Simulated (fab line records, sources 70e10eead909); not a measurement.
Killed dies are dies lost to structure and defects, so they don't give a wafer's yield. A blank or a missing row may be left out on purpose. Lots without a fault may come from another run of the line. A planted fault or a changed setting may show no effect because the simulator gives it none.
fab line records | flow nand_harc
record lots=20 wafers=60 last_day=24
route steps=1159 shown A_STAIRCASE@629
lots that met no fault: from a run of the same line without faults
start_h: hours from the record's first day to the start of the lot's first wafer shown | wait_h: hours since the lot's step before | " the same as in the row above | L1.1+2: a row that stands for several wafers | - no value, or no start given | * or withheld: withheld | < > ~ a bound
route shown NAME@n: a module of which the file shows steps, and the number in the route of the first | usual: mean/standard deviation of fault-free wafers | same: alike in all rows | chamber/n: place in a boat | sites: the reading at each site | _std_site: their standard deviation | _edge_site: outer sites' mean less inner sites' | radius_mm: how far each site lies from the wafer's centre | mask NAME#n: copy n | behind: the tool/chamber that last shaped the wafer | hold: why the lot was held/for how many hours/how that ended | device: the transistor (n, p or np) that didn't switch | end of line: the same wafers' tests at the end of the route | a step without rows: its recipe alone | killed: dies lost to structure and defects at the first sort, not the wafer's yield | map: a wafer's dies, x killed, . not, _ none there
set.NAME: the setting as run; set.NAME@STEP: as run at that earlier step | model.NAME: the simulator's own value behind a step, which no gauge read
steps of the route over a sample of lots; a table a step, a row a wafer
services: from which hour (start_h, from the record's first day; less than 0 if before it) a tool's chamber was out of use, for how many hours, and why
## steps
# step NHARC_A_STAIRCASE_TRIM_235
# recipe time_s=211.2 o2_flow_sccm=500 ar_flow_sccm=0 bias_w=0 chemistry=O2
# usual chamber_pressure_mTorr=60.00/0.059 drypump_motor_current_A=5.7/0.36 oes_product_au=1.004/0.0081 rf_vpp_V=57.6/0.9 showerhead_plenum_p_Torr=3.48/0.15 throttle_valve_pct=17.038/0.0096
# same bias_w=0
# columns lot.wafer tool chamber start_h wait_h chamber_pressure_mTorr drypump_motor_current_A oes_product_au rf_hours_counter_h rf_vpp_V showerhead_plenum_p_Torr throttle_valve_pct
L075.4 rie_diel-13 1 - - 60.12 6.3 1.014 54 57.0 3.36 17.042
L075.1 " 0 " " 60.02 5.5 0.990 57 56.8 3.52 17.041
L075.5 " 1 " " 60.00 6.3 1.009 - 56.6 3.36 17.029
L077.4 rie_diel-01 0 - - 60.00 5.4 0.986 46 58.3 3.36 17.012
L077.2 " 2 " " 59.97 6.4 1.014 45 57.6 3.63 17.027
L077.6 " 0 " " 59.92 5.4 1.002 - 56.7 3.36 17.036
L080.4 rie_diel-02 3 - - 60.09 6.3 1.004 30 58.9 3.72 17.029
L080.3 " 1 " " 60.10 5.4 1.002 42 56.3 3.32 17.031
L080.5 " 3 " " 59.87 6.3 1.009 - 57.8 3.72 17.040
L079.2 rie_diel-01 1 - - 59.94 5.8 1.002 49 56.3 3.38 17.031
L079.5 " 0 " " 59.97 5.4 0.989 - 57.3 3.36 17.027
L079.6 " 1 " " 60.01 5.8 1.003 - 58.7 3.38 17.054
L082.1 rie_diel-13 1 - - 60.09 6.3 1.005 4 57.2 3.36 17.039
L082.5 " 2 " " 60.02 5.6 1.013 - 59.9 3.81 17.041
L082.6 " 3 " " 59.98 5.4 1.014 - 57.8 3.46 17.062
L081.2 rie_diel-02 3 - - 60.16 6.3 1.011 37 59.2 3.71 17.049
L081.5 " 0 " " 60.03 5.2 1.003 - 58.7 3.58 17.043
L081.6 " 1 " " 59.96 5.4 1.007 - 57.1 3.32 17.022
L084.1 rie_diel-01 3 - - 60.01 5.5 0.996 60 57.4 3.55 17.039
L084.4 " 1 " " 60.10 5.8 1.000 57 56.8 3.38 17.040
L084.3 " 2 " " 59.87 6.3 1.008 59 59.8 3.63 17.037
L083.1 rie_diel-02 3 - - 60.06 6.2 1.013 42 58.9 3.71 17.057
L083.2 " 0 " " 60.03 5.2 1.000 52 58.7 3.58 17.031
L083.3 " 2 " " 60.13 5.8 1.000 53 57.4 3.36 17.036
L085.4 rie_diel-02 3 - - 59.97 6.2 1.009 47 57.6 3.71 17.043
L085.6 " 1 " " 59.93 5.4 1.005 - 58.2 3.31 17.047
L085.5 " 2 " " 60.01 5.8 0.995 - 57.4 3.36 17.043
L086.1 rie_diel-13 2 - - 60.02 5.7 1.019 16 57.9 3.80 17.038
L086.3 " 3 " " 59.91 5.4 1.007 16 57.8 3.46 17.029
L086.2 " 1 " " 60.08 6.3 1.011 19 57.0 3.35 17.047
L088.3 rie_diel-13 0 - - 60.03 5.5 1.011 19 57.6 3.51 17.049
L088.6 " 1 " " 59.97 6.3 0.999 - 57.5 3.35 17.048
L088.5 " 2 " " 59.91 5.7 1.011 - 57.5 3.80 17.040
L091.1 rie_diel-13 3 - - 60.02 5.5 1.002 23 58.1 3.45 17.050
L091.3 " 2 " " 59.88 5.7 1.016 24 58.0 3.79 17.056
L091.5 " 0 " " 59.90 5.5 1.003 - 57.9 3.50 17.025
L087.1 rie_diel-02 1 - - 60.02 5.4 1.000 3 56.5 3.31 17.038
L087.4 " 0 " " 59.98 5.2 1.004 2 56.8 3.57 17.044
L087.6 " 1 " " 59.97 5.4 1.005 - 57.1 3.31 17.039
L090.4 rie_diel-13 0 - - 60.04 5.4 0.999 25 58.5 3.50 17.039
L090.6 " 1 " " 59.94 6.3 0.999 - 58.9 3.34 17.037
L090.5 " 2 " " 59.92 5.6 1.005 - 59.8 3.79 17.054
L089.3 rie_diel-01 2 - - 59.99 6.3 1.007 9 58.5 3.62 17.016
L089.1 " 0 " " 59.95 5.4 1.020 9 57.8 3.34 17.026
L089.6 " 1 " " 60.00 5.8 1.010 - 56.4 3.37 17.032
L093.2 rie_diel-02 0 - - 59.90 5.2 1.005 4 57.6 3.57 17.058
L093.1 " 1 " " 60.15 5.4 1.001 4 56.9 3.31 17.039
L093.6 " 0 " " 59.92 5.2 0.997 - 57.5 3.57 17.037
L095.1 rie_diel-02 0 - - 60.02 5.2 1.001 12 57.4 3.57 17.028
L095.2 " 1 " " 59.87 5.4 1.006 11 57.5 3.30 17.030
L095.4 " 2 " " 60.03 5.8 0.993 13 57.4 3.35 17.033
L096.2 rie_diel-01 0 - - 59.93 5.4 1.005 20 58.4 3.34 17.032
L096.4 " 1 " " 60.04 5.8 1.022 20 56.4 3.37 17.034
L096.3 " 2 " " 60.08 6.3 1.014 22 56.6 3.61 17.057
L094.3 rie_diel-01 1 - - 59.93 5.8 1.019 23 56.6 3.36 17.038
L094.4 " 2 " " 60.11 6.3 1.017 26 57.2 3.61 17.041
L094.6 " 2 " " 60.12 6.3 1.012 - 58.1 3.61 17.044
L097.1 rie_diel-02 1 - - 60.04 5.4 1.010 16 55.9 3.30 17.047
L097.4 " 2 " " 59.94 5.8 1.003 17 57.2 3.35 17.032
L097.5 " 2 " " 59.92 5.8 1.017 - 58.0 3.35 17.045
# step NHARC_A_STAIRCASE_HM_DEP_456
# recipe target_thk_a=15000 temp_c=400 material=aC
# usual throttle_valve_pct=35.000/0.01
# columns lot.wafer tool chamber start_h wait_h throttle_valve_pct
L075.1 acl_dep-03 0 255.70 - 35.002
L075.4 " 0 " " 34.990
L075.5 " 0 " " 34.984
L077.2 acl_dep-03 0 267.54 - 35.008
L077.4 " 0 " " 35.001
L077.6 " 0 " " 35.013
L080.3 acl_dep-01 0 277.75 - 35.010
L080.4 " 0 " " 34.978
L080.5 " 0 " " 35.006
L079.2 acl_dep-01 0 279.27 - 34.996
L079.5 " 0 " " 35.006
L079.6 " 0 " " 35.001
L082.1 acl_dep-02 0 295.89 - 34.996
L082.5 " 0 297.13 - 35.000
L082.6 " 0 " " 35.011
L081.2 acl_dep-03 0 297.08 - 34.992
L081.5 " 0 " " 35.009
L081.6 " 0 " " 35.009
L084.1 acl_dep-02 0 308.06 - 34.999
L084.3 " 0 " " 35.017
L084.4 " 0 " " 34.998
L083.1 acl_dep-03 0 310.28 - 35.018
L083.2 " 0 " " 35.022
L083.3 " 0 " " 35.024
L085.4 acl_dep-03 0 326.66 - 34.996
L085.5 " 0 " " 35.002
L085.6 " 0 " " 34.991
L086.1 acl_dep-02 0 328.74 - 34.988
L086.2 " 0 " " 34.971
L086.3 " 0 " " 34.992
L088.3 acl_dep-01 0 333.47 - 34.995
L088.5 " 0 " " 35.004
L088.6 " 0 " " 34.989
L091.1 acl_dep-02 0 344.64 - 35.004
L091.3 " 0 " " 35.002
L091.5 " 0 " " 34.987
L087.1 acl_dep-02 0 348.40 - 35.003
L087.4 " 0 " " 34.994
L087.6 " 0 " " 35.009
L090.4 acl_dep-01 0 349.38 - 35.012
L090.5 " 0 " " 34.994
L090.6 " 0 " " 35.002
L089.1 acl_dep-03 0 349.52 - 35.003
L089.3 " 0 " " 34.988
L089.6 " 0 " " 34.994
L093.1 acl_dep-01 0 354.41 - 35.023
L093.2 " 0 " " 35.005
L093.6 " 0 355.93 - 34.986
L095.1 acl_dep-03 0 384.00 - 34.991
L095.2 " 0 " " 35.004
L095.4 " 0 " " 35.000
L096.2 acl_dep-02 0 385.71 - 34.987
L096.3 " 0 " " 34.982
L096.4 " 0 " " 34.985
L094.3 acl_dep-01 0 392.01 - 34.997
L094.4 " 0 " " 35.003
L094.6 " 0 " " 34.998
L097.1 acl_dep-03 0 395.08 - 35.011
L097.4 " 0 " " 34.995
L097.5 " 0 " " 35.001
# step NHARC_A_STAIRCASE_ETCH_313
# recipe cf4_flow_sccm=100 chf3_flow_sccm=30 ar_flow_sccm=0 rf_w=500 bias_w=200 chemistry=CF4/CHF3
# usual bias_w=200.1/0.49 chamber_pressure_mTorr=25.001/0.018 drypump_motor_current_A=5.7/0.37 oes_product_au=0.938/0.019 rf_vpp_V=370.2/2.4 showerhead_plenum_p_Torr=1.56/0.069 throttle_valve_pct=16.802/0.0093
# columns lot.wafer tool chamber start_h wait_h bias_w chamber_pressure_mTorr drypump_motor_current_A oes_product_au rf_hours_counter_h rf_vpp_V showerhead_plenum_p_Torr throttle_valve_pct
L075.4 rie_diel-13 1 264.39 0.1 199.4 25.012 6.3 0.936 60 369.5 1.50 16.813
L075.1 " 2 " " 202.1 25.003 5.6 0.937 58 367.5 1.46 16.810
L075.5 " 0 " " 199.8 24.982 5.4 0.921 - 370.8 1.57 16.803
L077.4 rie_diel-02 0 276.95 0.1 199.7 24.985 5.3 0.930 42 371.9 1.60 16.798
L077.2 " 2 " " 199.9 24.995 5.8 0.921 43 369.0 1.50 16.814
L077.6 " 0 " " 199.8 24.963 5.3 0.924 - 370.4 1.60 16.807
L079.2 rie_diel-02 3 287.55 0.1 200.5 24.995 6.3 0.933 35 375.1 1.66 16.798
L079.6 " 2 " " 200.1 24.991 5.8 0.907 - 367.0 1.50 16.801
L079.5 " 3 " " 200.2 24.985 6.3 0.941 - 372.3 1.66 16.782
L080.4 rie_diel-01 1 289.59 0.1 200.8 24.995 5.8 0.971 53 367.8 1.51 16.801
L080.3 " 3 " " 199.1 25.044 5.5 0.972 56 370.6 1.59 16.803
L080.5 " 2 " " 200.6 25.008 6.3 0.963 - 372.7 1.62 16.787
L082.1 rie_diel-02 1 307.14 0.1 200.8 24.989 5.4 0.950 54 367.9 1.48 16.810
L082.6 " 0 " " 199.9 24.979 5.2 0.963 - 370.8 1.60 16.804
L082.5 " 1 " " 199.8 25.011 5.4 0.956 - 368.0 1.48 16.803
L081.2 rie_diel-01 1 307.60 0.1 199.4 25.011 5.8 0.926 58 368.6 1.51 16.812
L081.5 " 3 " " 200.6 24.980 5.5 0.922 - 371.0 1.58 16.789
L081.6 " 0 " " 199.4 24.999 5.4 0.925 - 370.0 1.49 16.802
L084.3 rie_diel-13 2 316.08 0.1 200.0 24.996 5.6 0.934 11 374.1 1.70 16.814
L084.1 " 3 " " 200.1 24.996 5.4 0.927 11 368.7 1.54 16.792
L084.4 " 0 " " 200.2 25.011 5.4 0.935 11 371.7 1.57 16.802
L083.3 rie_diel-02 0 319.18 0.1 199.3 24.994 5.3 0.925 57 372.7 1.59 16.790
L083.2 " 1 " " 200.5 24.993 5.4 0.917 59 368.0 1.48 16.788
L083.1 " 2 " " 199.7 25.018 5.8 0.923 57 367.5 1.50 16.806
L085.4 rie_diel-13 2 334.88 0.2 200.3 25.028 5.7 0.942 21 374.5 1.69 16.799
L085.5 " 2 " " 199.4 24.999 5.7 0.933 - 374.3 1.69 16.793
L085.6 " 3 " " 199.5 25.049 5.4 0.926 - 369.5 1.54 16.794
L086.2 rie_diel-02 2 337.62 0.1 199.7 25.019 5.8 0.977 0 367.0 1.50 16.814
L086.3 " 3 " " 200.5 24.995 6.3 0.988 0 371.8 1.65 16.798
L086.1 " 0 " " 200.6 25.014 5.2 0.971 0 370.6 1.59 16.798
L088.3 rie_diel-02 1 341.84 0.2 199.5 24.993 5.4 0.954 2 368.6 1.47 16.800
L088.5 " 2 " " 200.1 24.983 5.8 0.949 - 368.4 1.50 16.804
L088.6 " 3 " " 199.6 25.005 6.3 0.975 - 373.7 1.65 16.808
L091.1 rie_diel-13 1 353.81 0.1 200.0 25.038 6.3 0.966 30 369.6 1.49 16.819
L091.3 " 2 " " 200.3 24.999 5.6 0.992 28 374.7 1.69 16.812
L091.5 " 2 " " 201.2 25.009 5.6 0.986 - 373.6 1.69 16.821
L090.4 rie_diel-13 2 356.81 0.1 200.3 24.983 5.7 0.933 29 375.1 1.69 16.802
L090.6 " 2 " " 200.2 24.990 5.7 0.936 - 373.2 1.69 16.811
L090.5 " 3 " " 200.4 25.004 5.4 0.932 - 368.5 1.54 16.807
L087.1 rie_diel-02 1 359.21 0.1 199.7 25.035 5.4 0.970 7 368.1 1.47 16.812
L087.4 " 2 " " 200.7 24.995 5.8 0.974 8 368.3 1.49 16.795
L087.6 " 0 " " 200.3 25.030 5.2 0.955 - 371.6 1.59 16.799
L089.1 rie_diel-01 3 359.91 0.1 199.1 25.002 5.6 0.927 15 370.4 1.58 16.814
L089.3 " 1 " " 200.2 24.983 5.8 0.924 14 368.6 1.50 16.812
L089.6 " 2 " " 199.4 24.978 6.3 0.934 - 373.4 1.61 16.827
L093.2 rie_diel-02 0 363.31 0.1 200.9 24.993 5.2 0.910 6 372.2 1.59 16.808
L093.1 " 3 " " 199.7 24.975 6.3 0.923 8 373.1 1.65 16.800
L093.6 " 1 " " 200.2 24.984 5.4 0.915 - 364.9 1.47 16.791
L095.4 rie_diel-02 2 392.67 0.1 199.3 25.005 5.8 0.931 17 366.8 1.49 16.796
L095.1 " 0 " " 200.3 25.031 5.2 0.932 16 371.4 1.59 16.804
L095.2 " 1 " " 200.6 25.006 5.4 0.933 16 365.7 1.47 16.796
L096.2 rie_diel-02 0 393.77 0.2 200.1 25.013 5.2 0.930 17 371.3 1.59 16.811
L096.4 " 1 " " 199.8 24.978 5.4 0.922 16 367.5 1.47 16.802
L096.3 " 3 " " 199.7 24.996 6.3 0.923 18 373.6 1.65 16.816
L094.4 rie_diel-01 2 399.74 0.1 200.4 24.992 6.3 0.928 33 372.7 1.61 16.795
L094.3 " 3 " " 199.8 25.015 5.5 0.932 34 371.1 1.58 16.809
L094.6 " 2 " " 200.2 25.008 6.4 0.942 - 370.9 1.61 16.788
L097.4 rie_diel-01 3 404.50 0.1 199.9 25.004 5.5 0.925 36 370.6 1.57 16.823
L097.1 " 1 " " 201.0 24.999 5.8 0.933 31 368.8 1.50 16.794
L097.5 " 3 " " 199.6 25.034 5.5 0.927 - 370.0 1.57 16.802
# step NHARC_A_STAIRCASE_DEP_417
# recipe target_thk_a=600 step_coverage_pct=20 temp_c=400 target_thk_nm=60 flow_sccm=200 rf_w=450 material=Si3N4
# usual heater_power_w=718/92
# columns lot.wafer tool chamber start_h wait_h heater_power_w since_wet_clean_h
L075.1 pecvd-04 2 269.84 - 846 51
L075.4 " 2 " " 841 -
L075.5 " 0 " " 742 -
L077.2 pecvd-03 1 281.56 - 624 157
L077.4 " 0 " " 623 -
L077.6 " 2 " " 635 -
L079.2 pecvd-04 0 291.63 - 726 73
L079.5 " 1 " " 906 -
L079.6 " 2 " " 828 -
L080.3 pecvd-02 0 295.02 - 640 129
L080.4 " 0 " " 637 -
L080.5 " 1 " " 814 -
L082.1 pecvd-02 1 311.53 - 855 145
L082.6 " 1 " " 871 -
L082.5 " 0 " " 647 -
L081.2 pecvd-04 0 312.18 - 755 93
L081.6 " 1 " " 823 -
L081.5 " 2 " " 860 -
L084.1 pecvd-04 0 323.11 - 718 104
L084.3 " 1 " " 842 104
L084.4 " 1 " " 850 -
L083.2 pecvd-02 0 324.78 - 558 159
L083.1 " 1 " " 732 159
L083.3 " 2 " " 588 159
L085.5 pecvd-04 0 339.59 - 794 -
L085.6 " 1 " " 818 -
L085.4 " 2 " " 785 -
L086.1 pecvd-03 1 341.75 - 686 37
L086.3 " 2 " " 556 37
L086.2 " 0 " " 640 37
L088.3 pecvd-04 0 347.34 - 696 128
L088.6 " 1 " " 802 -
L088.5 " 2 " " 781 -
L091.1 pecvd-03 0 358.39 - 715 53
L091.3 " 1 " " 746 53
L091.5 " 1 " " 755 -
L090.5 pecvd-04 1 361.03 - 827 -
L090.4 " 2 " " 789 -
L090.6 " 0 " " 801 -
L087.1 pecvd-04 1 363.28 - 796 144
L087.6 " 0 " " 798 -
L087.4 " 1 " " 814 -
L089.3 pecvd-02 0 363.96 - 661 17
L089.1 " 1 " " 767 17
L089.6 " 2 " " 684 -
L093.2 pecvd-03 1 369.83 - 726 65
L093.1 " 2 " " 601 65
L093.6 " 2 " " 610 -
L095.2 pecvd-03 1 396.71 - 680 92
L095.1 " 2 " " 621 92
L095.4 " 2 " " 611 -
L096.2 pecvd-03 2 397.95 - 606 93
L096.3 " 0 " " 662 93
L096.4 " 0 " " 643 -
L094.3 pecvd-02 0 404.00 - 665 57
L094.6 " 0 " " 647 -
L094.4 " 1 " " 809 -
L097.1 pecvd-04 1 408.63 - 799 9
L097.4 " 2 " " 808 -
L097.5 " 0 " " 713 -
# step NHARC_A_STAIRCASE_ETCHBACK_422
# recipe target_depth_a=400 over_etch_frac=0.3 time_s=74.286 ion_energy_ev=120 ch3f_flow_sccm=50 o2_flow_sccm=30 ar_flow_sccm=200 rf_w=500 bias_w=100 chemistry=CH3F/O2
# usual bias_w=100.0/0.32 chamber_pressure_mTorr=25.002/0.023 drypump_motor_current_A=5.7/0.34 oes_product_au=0.97/0.04 rf_vpp_V=243.8/1.8 showerhead_plenum_p_Torr=2.42/0.11 throttle_valve_pct=20.663/0.0091
# columns lot.wafer tool chamber start_h wait_h bias_w chamber_pressure_mTorr drypump_motor_current_A oes_product_au rf_hours_counter_h rf_vpp_V showerhead_plenum_p_Torr throttle_valve_pct
L075.4 rie_diel-01 0 306.75 0.2 100.1 25.013 5.4 0.93 63 241.8 2.33 20.658
L075.1 " 1 " " 100.3 25.003 5.8 0.92 58 242.5 2.35 20.670
L075.5 " 2 " " 99.3 25.018 6.3 0.94 - 245.6 2.53 20.677
L077.4 rie_diel-13 3 320.15 0.1 100.3 25.003 5.4 1.00 14 242.9 2.41 20.661
L077.2 " 1 " " 100.2 25.036 6.3 1.00 17 242.9 2.33 20.651
L077.6 " 2 " " 99.9 24.998 5.7 1.01 - 247.1 2.65 20.656
L080.4 rie_diel-01 3 330.06 0.1 100.1 25.001 5.6 1.01 3 245.6 2.47 20.661
L080.3 " 1 " " 99.6 25.006 5.8 1.01 2 242.0 2.35 20.658
L080.5 " 3 " " 100.3 24.982 5.6 1.00 - 244.3 2.47 20.675
L079.2 rie_diel-01 2 330.39 0.2 100.5 24.988 6.3 1.01 3 245.4 2.53 20.671
L079.5 " 3 " " 100.0 25.050 5.6 1.00 - 245.0 2.47 20.677
L079.6 " 0 " " 100.3 25.015 5.5 1.00 - 243.1 2.33 20.672
L081.2 rie_diel-01 1 355.90 0.2 100.5 24.983 5.8 1.01 13 242.7 2.34 20.666
L081.6 " 2 " " 100.2 25.013 6.3 1.01 - 244.1 2.52 20.657
L081.5 " 3 " " 99.8 25.016 5.6 1.02 - 243.6 2.47 20.666
L082.1 rie_diel-01 1 356.12 0.2 100.3 24.985 5.8 1.01 13 241.7 2.34 20.668
L082.5 " 3 " " 100.2 25.012 5.5 1.00 - 244.1 2.47 20.662
L082.6 " 0 " " 100.5 25.037 5.4 1.00 - 242.2 2.32 20.666
L084.1 rie_diel-02 1 368.81 0.1 99.8 24.994 5.4 1.01 9 241.4 2.30 20.674
L084.4 " 2 " " 100.1 24.997 5.8 0.99 10 242.5 2.33 20.673
L084.3 " 0 " " 100.0 25.017 5.2 1.00 9 245.1 2.49 20.681
L083.3 rie_diel-13 3 369.39 0.1 100.1 24.997 5.4 0.92 30 245.1 2.40 20.643
L083.1 " 0 " " 99.9 25.021 5.5 0.93 29 244.2 2.44 20.653
L083.2 " 1 " " 99.9 25.023 6.3 0.92 32 243.6 2.32 20.665
L085.4 rie_diel-01 2 387.00 0.2 100.2 25.010 6.3 1.01 26 246.2 2.52 20.676
L085.5 " 3 " " 99.4 24.975 5.5 0.99 - 246.1 2.46 20.682
L085.6 " 0 " " 99.7 25.006 5.4 1.00 - 242.0 2.32 20.658
L086.3 rie_diel-02 3 387.32 0.2 99.9 25.010 6.3 0.93 16 246.0 2.58 20.666
L086.2 " 0 " " 100.0 25.044 5.2 0.94 14 245.5 2.49 20.658
L086.1 " 1 " " 99.8 24.996 5.4 0.93 14 241.9 2.30 20.670
L088.3 rie_diel-13 3 388.92 0.1 100.3 24.995 5.4 0.93 39 242.5 2.40 20.664
L088.5 " 3 " " 99.8 25.020 5.4 0.94 - 243.5 2.40 20.661
L088.6 " 0 " " 99.5 24.979 5.5 0.93 - 244.9 2.44 20.663
L091.3 rie_diel-02 1 399.80 0.1 100.2 24.983 5.4 0.94 19 241.8 2.29 20.656
L091.1 " 0 " " 100.0 25.018 5.2 0.92 19 244.5 2.48 20.651
L091.5 " 1 " " 100.2 24.984 5.4 0.92 - 242.4 2.29 20.667
L090.4 rie_diel-02 3 400.09 0.2 99.9 24.941 6.3 0.93 20 247.2 2.58 20.650
L090.6 " 1 " " 100.7 24.985 5.4 0.93 - 241.4 2.29 20.657
L090.5 " 2 " " 99.9 25.003 5.8 0.92 - 240.3 2.33 20.655
L087.4 rie_diel-13 3 405.95 0.2 100.1 24.965 5.4 0.93 47 243.5 2.39 20.675
L087.1 " 0 " " 100.4 25.009 5.5 0.93 46 244.7 2.43 20.651
L087.6 " 0 " " 100.3 25.008 5.5 0.93 - 244.1 2.43 20.667
L089.3 rie_diel-13 1 406.35 0.2 100.2 25.039 6.3 1.00 47 242.0 2.32 20.663
L089.1 " 2 " " 99.7 24.931 5.6 1.02 47 246.3 2.64 20.648
L089.6 " 1 " " 99.7 24.997 6.3 1.00 - 243.3 2.32 20.686
L093.2 rie_diel-01 3 412.98 0.1 99.5 25.011 5.5 0.93 39 243.7 2.46 20.654
L093.1 " 0 " " 100.2 25.039 5.4 0.93 35 242.3 2.32 20.684
L093.6 " 0 " " 100.7 25.016 5.4 0.92 - 244.3 2.32 20.668
L096.2 rie_diel-02 2 441.83 0.2 99.8 24.988 5.8 0.92 35 241.6 2.32 20.673
L096.3 " 1 " " 100.2 25.025 5.4 0.93 34 242.0 2.29 20.661
L096.4 " 0 " " 100.0 25.003 5.2 0.93 - 243.8 2.48 20.662
L094.3 rie_diel-02 1 442.09 0.2 99.7 25.021 5.4 1.00 35 243.0 2.29 20.656
L094.4 " 0 " " 100.4 25.029 5.2 1.00 - 244.8 2.48 20.663
L094.6 " 1 " " 100.4 25.020 5.4 1.00 - 242.1 2.29 20.671
L095.1 rie_diel-02 1 442.64 0.1 100.1 25.030 5.4 0.93 35 241.6 2.29 20.648
L095.2 " 2 " " 99.6 24.979 5.8 0.91 36 241.3 2.32 20.660
L095.4 " 1 " " 100.1 25.034 5.4 0.92 - 241.9 2.29 20.661
L097.4 rie_diel-13 3 452.68 0.1 100.5 25.005 5.4 1.00 64 243.4 2.39 20.666
L097.1 " 0 " " 100.0 25.054 5.5 1.01 62 243.6 2.43 20.663
L097.5 " 0 " " 100.1 25.018 5.4 1.01 - 243.3 2.43 20.659
# step NHARC_A_STAIRCASE_STRIP_475
# recipe time_s=20 o2_flow_sccm=500 ar_flow_sccm=0 bias_w=0 chemistry=O2
# usual chamber_pressure_mTorr=60.00/0.056 drypump_motor_current_A=5.7/0.36 oes_product_au=1.005/0.0078 rf_vpp_V=57.9/0.9 showerhead_plenum_p_Torr=3.49/0.15 throttle_valve_pct=17.036/0.0099
# same bias_w=0
# columns lot.wafer tool chamber start_h wait_h chamber_pressure_mTorr drypump_motor_current_A oes_product_au rf_hours_counter_h rf_vpp_V showerhead_plenum_p_Torr throttle_valve_pct
L075.1 rie_diel-01 1 - - 60.01 5.8 1.006 58 57.2 3.38 17.058
L075.4 " 2 " " 59.98 6.4 1.001 60 58.2 3.63 17.033
L075.5 " 2 " " 59.89 6.3 1.006 - 59.9 3.63 17.043
L077.2 rie_diel-02 1 - - 59.98 5.4 1.012 59 58.2 3.31 17.027
L077.4 " 0 " " 60.01 5.3 1.000 58 56.9 3.58 17.046
L077.6 " 1 " " 59.95 5.4 1.000 - 56.5 3.31 17.036
L080.4 rie_diel-01 0 - - 60.01 5.4 0.998 2 55.6 3.35 17.019
L080.3 " 3 " " 60.11 5.5 1.003 3 57.3 3.55 17.038
L080.5 " 1 " " 59.99 5.8 1.008 - 57.2 3.38 17.013
L079.2 rie_diel-13 2 - - 59.95 5.7 1.001 19 59.1 3.80 17.028
L079.5 " 0 " " 59.99 5.4 1.001 - 58.2 3.51 17.031
L079.6 " 1 " " 60.04 6.3 1.003 - 59.0 3.35 17.038
L081.2 rie_diel-02 1 - - 59.97 5.4 1.008 6 58.2 3.31 17.039
L081.6 " 3 " " 59.95 6.3 1.011 - 57.7 3.70 17.030
L081.5 " 0 " " 59.94 5.2 1.011 - 57.9 3.57 17.046
L082.1 rie_diel-02 1 - - 59.94 5.4 1.014 6 58.0 3.31 17.036
L082.6 " 2 " " 60.06 5.8 0.991 - 57.7 3.35 17.027
L082.5 " 3 " " 59.95 6.3 1.005 - 57.3 3.70 17.056
L084.3 rie_diel-01 0 - - 60.06 5.4 1.006 16 58.7 3.34 17.039
L084.1 " 2 " " 60.00 6.3 1.011 19 56.8 3.61 17.028
L084.4 " 3 " " 59.91 5.5 1.001 19 57.7 3.54 17.039
L083.3 rie_diel-01 0 - - 60.00 5.4 1.007 16 56.3 3.34 17.045
L083.2 " 1 " " 59.99 5.8 1.009 16 58.7 3.37 17.053
L083.1 " 3 " " 59.96 5.6 0.996 19 57.3 3.54 17.045
L085.4 rie_diel-13 0 - - 60.03 5.5 1.007 37 58.3 3.50 17.024
L085.6 " 1 " " 60.15 6.3 1.006 - 57.3 3.34 17.030
L085.5 " 2 " " 59.96 5.6 1.007 - 58.2 3.79 17.041
L086.3 rie_diel-02 2 - - 60.06 5.8 1.001 15 56.7 3.35 17.026
L086.1 " 3 " " 60.01 6.3 1.004 16 58.3 3.70 17.029
L086.2 " 1 " " 60.00 5.4 1.013 14 57.5 3.30 17.034
L088.3 rie_diel-13 3 - - 59.96 5.4 0.998 39 57.4 3.44 17.027
L088.5 " 2 " " 60.08 5.6 1.016 - 58.8 3.79 17.033
L088.6 " 3 " " 60.11 5.4 1.010 - 58.0 3.44 17.031
L091.3 rie_diel-01 3 - - 60.04 5.5 1.000 34 58.4 3.53 17.028
L091.1 " 0 " " 59.92 5.4 0.995 30 58.6 3.33 17.042
L091.5 " 3 " " 60.02 5.6 1.001 - 60.0 3.53 17.044
L090.4 rie_diel-13 1 - - 59.96 6.3 1.005 46 55.8 3.33 17.025
L090.6 " 2 " " 59.95 5.6 1.021 - 59.2 3.78 17.034
L090.5 " 3 " " 59.97 5.4 0.997 - 57.8 3.44 17.030
L087.1 rie_diel-01 3 - - 59.97 5.6 1.008 37 57.3 3.53 17.037
L087.4 " 0 " " 60.12 5.5 1.017 - 57.8 3.33 17.024
L087.6 " 1 " " 59.95 5.8 1.015 - 58.4 3.36 17.037
L089.3 rie_diel-13 2 - - 59.93 5.7 1.011 47 59.7 3.78 17.025
L089.1 " 0 " " 59.93 5.5 1.013 46 57.9 3.49 17.025
L089.6 " 3 " " 60.10 5.4 0.992 - 58.2 3.44 17.023
L093.1 rie_diel-02 1 - - 60.04 5.4 0.999 24 57.8 3.30 17.039
L093.2 " 0 " " 60.08 5.2 1.002 24 57.9 3.56 17.042
L093.6 " 1 " " 59.95 5.4 1.005 - 58.0 3.30 17.031
L096.3 rie_diel-02 2 442.44 0.2 60.08 5.8 0.983 36 57.5 3.34 17.048
L096.2 " 1 " " 60.07 5.4 1.006 35 57.4 3.29 17.032
L096.4 " 0 " " 60.00 5.3 0.993 - 59.1 3.55 17.035
L094.3 rie_diel-13 3 - - 60.06 5.4 0.999 59 57.0 3.43 17.051
L094.4 " 1 " " 60.04 6.3 1.014 59 57.0 3.33 17.037
L094.6 " 3 " " 60.06 5.4 0.999 - 58.3 3.43 17.033
L095.2 rie_diel-01 3 443.25 0.2 59.92 5.5 1.004 49 59.2 3.52 17.044
L095.1 " 0 " " 60.03 5.4 1.009 46 58.1 3.32 17.048
L095.4 " 3 " " 59.96 5.5 1.007 - 58.1 3.52 17.029
L097.1 rie_diel-01 0 453.30 0.2 59.95 5.4 0.994 47 57.4 3.32 17.047
L097.4 " 0 " " 59.91 5.4 0.997 - 57.4 3.32 17.029
L097.5 " 2 " " 60.02 6.3 1.003 - 58.5 3.60 17.024
## services
# columns tool chamber start_h hours kind
rie_diel-13 - 230.64 1.0 repair
rie_diel-02 0 233.65 - clean
rie_diel-01 3 237.65 6.5 repair
rie_diel-02 3 242.74 16.8 repair
rie_diel-13 3 247.91 3.9 repair
pecvd-04 0 275.17 5.0 repair
rie_diel-13 - 276.04 9.0 pm
pecvd-03 - 292.14 13.0 pm
acl_dep-01 - 294.22 13.0 pm
rie_diel-13 0 298.36 4.0 repair
rie_diel-01 - 314.80 9.0 pm
rie_diel-02 - 328.15 9.0 pm
pecvd-02 - 334.34 13.0 pm
rie_diel-01 2 339.55 1.5 repair
rie_diel-13 - 346.60 0.4 repair
acl_dep-02 - 352.69 13.0 pm
pecvd-03 - 369.29 0.4 repair
pecvd-04 - 386.99 13.0 pm
pecvd-03 - 402.28 0.4 repair
acl_dep-03 - 405.31 13.0 pm
rie_diel-02 3 432.61 17.1 repair
rie_diel-01 1 434.38 29.7 repair
rie_diel-01 0 443.72 6.3 repair
rie_diel-13 - 453.14 9.0 pm
## key
fault none
